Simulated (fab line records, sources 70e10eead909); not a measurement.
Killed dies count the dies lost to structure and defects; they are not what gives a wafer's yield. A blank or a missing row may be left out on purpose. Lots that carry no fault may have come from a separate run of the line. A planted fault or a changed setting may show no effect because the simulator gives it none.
One fault seen from 2 desks -- flow nand harc -- what lay behind the numbers comes last; until then each desk has only its own

AT THE METROLOGY DESK
Means of the sampled wafers that have a number, per lot and without regard to the tool the lot ran on: this is what the gauges read. A lot is out of limits, marked OUT, if its mean lies more than 4 standard deviations from the usual mean; the brackets give that distance.
Columns: A = cd nm at NHARC_A_CONTACT_CD_MEAS_80, usual 189.6 nm; B = cd nm at NHARC_A_CONTACT_CD_MEAS_08, usual 100.0 nm; C = overlay x nm at NHARC_A_CONTACT_OVL_MEAS_09, usual 0.2 nm; D = overlay y nm at NHARC_A_CONTACT_OVL_MEAS_09, usual 0.3 nm
lot,first seen here,A,B,C,D
L291,day 16 10:29,189.2,100.4,-0.8,1.4
L294,day 17 01:30,189.8,100.2,1.0,0.8
L299,day 19 04:19,189.7,99.8,-0.1,-1.0
L302,day 19 10:33,191.0,99.9,-0.5,-0.3
L310,day 21 06:55,190.6,99.7,0.2,-1.9
L312,day 22 01:06,189.6,100.0,0.9,0.6
Result from this desk: across the 6 lots, nothing is out of limits.

THE DEFECT DESK
Lot by lot, what the route's inspections counted, given as the mean of those sampled wafers with a number. A lot is out of limits, marked OUT, if its mean lies more than 4 standard deviations from the usual mean; the brackets give that distance.
Columns: A = raw defect count at NHARC_A_CONTACT_INSPECT_71, usual 32
lot,first seen here,A
L291,day 16 07:09,26
L294,day 16 22:10,35
L299,day 19 01:00,44
L302,day 19 06:28,32
L310,day 21 03:36,53
L312,day 21 21:35,41
Result from this desk: across the 6 lots, nothing is out of limits.

ALL TOGETHER
The metrology desk saw nothing out of limits.
Nothing out of limits was seen by the defect desk.

WHAT THE SIMULATOR HAD INSERTED
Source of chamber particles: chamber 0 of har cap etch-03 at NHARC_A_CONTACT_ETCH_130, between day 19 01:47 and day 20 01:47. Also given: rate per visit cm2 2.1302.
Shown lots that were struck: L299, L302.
